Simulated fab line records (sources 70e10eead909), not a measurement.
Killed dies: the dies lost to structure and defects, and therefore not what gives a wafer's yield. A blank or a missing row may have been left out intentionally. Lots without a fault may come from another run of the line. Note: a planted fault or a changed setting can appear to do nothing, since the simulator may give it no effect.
A lot that was struck, set against a sound lot | flow nand-harc | 23 out of 1302 route steps
Sound: these wafers, L563.2, L563.4, L563.5. Struck: wafer L569.5. (L569.4 of the same lot was not struck and is left out.) The cause comes at the end.
Order at every step that has rows: each side's tool, ch and its chambers, its first start. Under that, the readings that differ: sound wafers | struck wafers | difference of the means | sigmas: that difference in standard deviations of wafers without a fault.
alike: words and numbers the same on both sides, and readings whose means are apart by under 2 such deviations; not compared: readings that were withheld, readings missing a value for some wafer, numbers with overlapping values and no deviation given by the record, and bounds like >300 which may hide the same value.
Wherever a step has rows on one side only, a row that says differs or no value, or a row with sigmas, the two part there. When numbers do not overlap yet have no deviation, they are printed without sigmas and do not part them. A reading that every wafer of one side lacks parts them only if that side has two wafers or more.

NHARC_A_CONTACT_CMP_20: polishes, t overpolish 30 s, target thk 300 nm.
  sound on cmp-01 ch 1,2, day 24 01:23; struck on cmp-01 ch 3, day 27 04:59
  reading             | sound          | struck | difference | sigmas
  motor-current-A (A) | 12.7 13.1 12.8 | 10.8   | -2.1       | -2
  alike: overpolish-run-s, retaining-ring-pressure-frac, time-to-endpoint-s
next, for these wafers, 1 step has no rows: NHARC_A_CONTACT_SRD_22.
NHARC_A_CONTACT_INSPECT_23:
  sound: defect-inspect-02 at day 24 01:49; struck: defect-inspect-01 at day 27 05:20
  alike: raw-defect-count
then, 8 steps without rows for these wafers: NHARC_A_BLC_DEHYDRATE_00 (time 120 s); NHARC_A_BLC_HMDS_01 (time 30 s); NHARC_A_BLC_COAT_02 (time 75 s); NHARC_A_BLC_COAT_03 (time 65 s); NHARC_A_BLC_COAT_04 (resist thk 90 nm); NHARC_A_BLC_SOFTBAKE_05 (time 55 s); NHARC_A_BLC_EBR_06; NHARC_A_BLC_EXPOSE_07 (exposes mask A BLC, target cd 100 nm).
NHARC_A_BLC_PEB_08: peb time 65 s.
  sound on litho-track-06 ch 0, day 24 02:07; struck on litho-track-01 ch 0, day 27 05:38
  reading                  | sound             | struck | difference | sigmas
  heater-power-total-W (W) | 156.4 156.0 156.1 | 169.1  | +12.9      | +32
then, 1 step without rows for these wafers: NHARC_A_BLC_DEVELOP_09 (develop time 35 s).
NHARC_A_BLC_CD_MEAS_10: the cd target is 100 nm.
  sound on cd-sem-02 ch 0, day 24 02:12; struck on cd-sem-01 ch 0, day 27 05:43
  reading    | sound           | struck | difference | sigmas
  cd-nm (nm) | 99.4 100.4 99.4 | 93.3   | -6.4       | -10
NHARC_A_BLC_OVL_MEAS_11:
  sound: overlay-01 at day 24 02:17; struck: overlay-01 at day 27 05:48
  alike: overlay-x-nm, overlay-y-nm
NHARC_A_BLC_INSPECT_12:
  sound: defect-inspect-02 at day 24 02:19; struck: defect-inspect-01 at day 27 05:50
  alike: raw-defect-count
NHARC_A_BLC_DESCUM_15: chemistry O2, time 3 s.
  sound on rie-diel-02 ch 2,3, day 24 02:23; struck on rie-diel-06 ch 3, day 27 05:54
  reading                | sound             | struck | difference | sigmas
  model.A_BLC.cd-nm (nm) | 98.72 100.3 98.65 | 93.46  | -5.76      |
  alike: drypump-motor-current-A, oes-product-au, rf-vpp-V, showerhead-plenum-p-Torr, throttle-valve-pct
  not compared: rf-hours-counter-h
NHARC_A_BLC_ETCH_16: etches the open film in CF4, target depth 39 nm, time 65 s.
  sound on rie-diel-02 ch 0,1, day 24 02:28; struck on rie-diel-06 ch 3, day 27 05:59
  reading                         | sound          | struck | difference | sigmas
  showerhead-plenum-p-Torr (Torr) | 1.67 1.66 1.66 | 1.85   | +0.19      | +3
  alike: bias-w, drypump-motor-current-A, oes-product-au, rf-vpp-V, throttle-valve-pct
  not compared: rf-hours-counter-h
NHARC_A_BLC_ETCH_17: etches the open film in N2/H2, target depth 390 nm, time 609.38 s.
  sound on rie-diel-02 ch 0,1,3; struck on rie-diel-06 ch 3
  reading      | sound             | struck | difference | sigmas
  rf-vpp-V (V) | 427.0 432.2 427.1 | 434.2  | +5.4       | +2
  alike: bias-w, drypump-motor-current-A, h2-flow-sccm, oes-product-au, showerhead-plenum-p-Torr, throttle-valve-pct
  not compared: rf-hours-counter-h
NHARC_A_BLC_ETCH_18: etches the open film in C4F8/O2/Ar, target depth 910 nm.
  sound on rie-diel-02 ch 1,2,3; struck on rie-diel-06 ch 2
  reading                | sound           | struck | difference | sigmas
  model.A_BLC.cd-nm (nm) | 101.1 101 98.09 | 93.76  | -6.30      |
  alike: bias-w, oes-product-au, rf-vpp-V
  not compared: rf-hours-counter-h
NHARC_A_BLC_CD_MEAS_19:
  sound: cd-sem-03 at day 24 03:21; struck: cd-sem-01 at day 27 06:52
  reading    | sound            | struck | difference | sigmas
  cd-nm (nm) | 101.5 101.0 98.3 | 93.9   | -6.4       | -3
NHARC_A_BLC_STRIP_29: strips in CF4.
  sound on rie-diel-02 ch 0,2, day 24 03:25; struck on rie-diel-02 ch 0, day 27 06:56
  reading      | sound          | struck | difference | sigmas
  rf-vpp-V (V) | 59.8 56.8 58.0 | 60.3   | +2.1       | +2
  alike: drypump-motor-current-A, oes-product-au, showerhead-plenum-p-Torr, throttle-valve-pct
  not compared: rf-hours-counter-h
NHARC_END_SORT_01:
  here the record holds rows for the struck wafers (prober-01 ch 0, day 29 05:37) but none for the sound ones

== WHERE THEY PART ==
Earliest at NHARC_A_CONTACT_CMP_20; latest, in this record, at NHARC_END_SORT_01.

WHY: whatever the simulator had introduced
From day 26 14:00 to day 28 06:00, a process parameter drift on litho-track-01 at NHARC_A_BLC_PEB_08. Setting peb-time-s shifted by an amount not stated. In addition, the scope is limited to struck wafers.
